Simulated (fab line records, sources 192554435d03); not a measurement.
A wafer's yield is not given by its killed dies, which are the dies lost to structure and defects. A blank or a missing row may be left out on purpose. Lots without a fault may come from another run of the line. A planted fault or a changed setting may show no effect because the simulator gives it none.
Matching of chambers	flow n5_finfet	N5_BEOL_M1_ILD_DEP_00 on pecvd-02: 3 sister chambers
The step deposits SiOC from DEMS/O2, target thk 79 nm, time 15.3 s. 16 wafers are shown with their chamber, then 8 later ones without.

## EACH WAFER AND ITS CHAMBER
wafer	chamber	showerhead_plenum_p_Torr (Torr)	throttle_valve_pct (%)	heater_power_w (W)
L076.2	1	5.648	11.5	519
L076.5	1	5.668	11.6	531
L076.6	0	5.727	11.6	456
L077.1	0	5.722	11.9	424
L077.2	1	5.671	11.5	498
L077.4	0	5.709	11.8	429
L088.2	2	5.658	12.1	492
L088.3	0	5.722	11.6	487
L088.4	1	5.651	11.6	557
L089.2	0	5.726	11.7	497
L089.4	2	5.653	12.3	491
L089.6	0	5.713	11.6	488
L090.2	2	5.672	12.0	521
L090.3	1	5.658	11.8	549
L090.4	2	5.657	11.9	524
L091.3	0	5.689	11.6	503

SIGNATURES (averages over the wafers above)
reading	chamber 0	chamber 1	chamber 2	scatter within a chamber
showerhead_plenum_p_Torr	5.71543	5.65920	5.66000	0.0114
throttle_valve_pct	11.686	11.600	12.075	0.135
heater_power_w	469.14	530.80	507.00	27.2
Rule: a wafer's distance from a chamber is the root of the sum, over the readings, of the square of ((its reading less the chamber's mean) divided by the reading's scatter). The wafer belongs to the nearest chamber; if the next one is less than 2 further off, it can't be placed. The scatter: the root of (the sum of the squares of (reading less its chamber's mean) over the shown wafers, divided by (wafers less chambers)).

## WAFERS WITHOUT THEIR CHAMBER
wafer	showerhead_plenum_p_Torr (Torr)	throttle_valve_pct (%)	heater_power_w (W)
L091.4	5.664	11.9	465
L091.5	5.712	11.8	481
L092.2	5.722	11.9	414
L092.3	5.676	12.2	479
L092.4	5.665	11.9	484
L097.4	5.665	12.2	503
L097.5	5.704	11.8	458
L097.6	5.653	11.8	474

## WHICH CHAMBER EACH WENT THROUGH
wafer	from the rows above	in truth
L091.4	can't be placed: 2 or 1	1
L091.5	0	0
L092.2	0	0
L092.3	2	2
L092.4	can't be placed: 2 or 1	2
L097.4	2	2
L097.5	0	0
L097.6	can't be placed: 2 or 1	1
Correctly placed: 5 of 8. Can't be placed from these rows: 3 (the true chamber is among the candidates in 3). Wrongly placed: 0.
